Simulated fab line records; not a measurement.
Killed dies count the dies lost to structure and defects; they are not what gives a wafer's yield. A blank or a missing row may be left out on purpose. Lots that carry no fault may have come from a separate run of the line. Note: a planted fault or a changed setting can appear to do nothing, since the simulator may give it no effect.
Which of the tools did it? / flow nand-harc / 12 lots, 36 wafers sampled, at 1 step of a route of 1159

== WHAT THE GAUGES SHOWED, per wafer ==
NHARC_P_GATE_CD_MEAS_33.
lot=L075; measured=day 4 21:40; on=cd-sem-01; cd-nm (nm)=121 117 120
lot=L077; measured=day 5 09:44; on=cd-sem-01; cd-nm (nm)=117 119 116
lot=L078; measured=day 5 17:58; on=cd-sem-03; cd-nm (nm)=123 125 126
lot=L080; measured=day 6 11:28; on=cd-sem-02; cd-nm (nm)=119 116 121
lot=L083; measured=day 6 22:49; on=cd-sem-02; cd-nm (nm)=123 127 122
lot=L085; measured=day 7 09:43; on=cd-sem-03; cd-nm (nm)=115 116 115
lot=L086; measured=day 8 02:52; on=cd-sem-03; cd-nm (nm)=117 122 120
lot=L089; measured=day 8 20:30; on=cd-sem-01; cd-nm (nm)=121 116 122
lot=L091; measured=day 9 02:02; on=cd-sem-03; cd-nm (nm)=125 120 122
lot=L093; measured=day 9 09:20; on=cd-sem-01; cd-nm (nm)=116 118 120
lot=L095; measured=day 10 00:07; on=cd-sem-02; cd-nm (nm)=117 118 118
lot=L097; measured=day 10 07:50; on=cd-sem-03; cd-nm (nm)=118 120 113

== WHICH TOOL RAN EACH LOT (tool, then ch and the chambers of the sampled wafers, then the start) ==
The record shows no process step preceding these readings.

== THE ANSWER, worked out from the rows above alone ==
Rule: the usual values come from the lots themselves. Put in order of their means at a reading, lots are off if they are a third of the lots or fewer, leave a main group of 4 or more, and stand apart from it by a gap of 3 or more times the standard deviation of the main group's means; of several such gaps the widest counts. A main group is skipped when, at the precision printed for the reading in the tables above, its means are all equal. Also off: a lot with no number at a reading for which 4 or more lots have one. All remaining lots with rows at the step are treated as sound.
No lot is off at any reading shown: from this, nothing can be told.

== WHAT WAS PUT IN BY THE SIMULATOR ==
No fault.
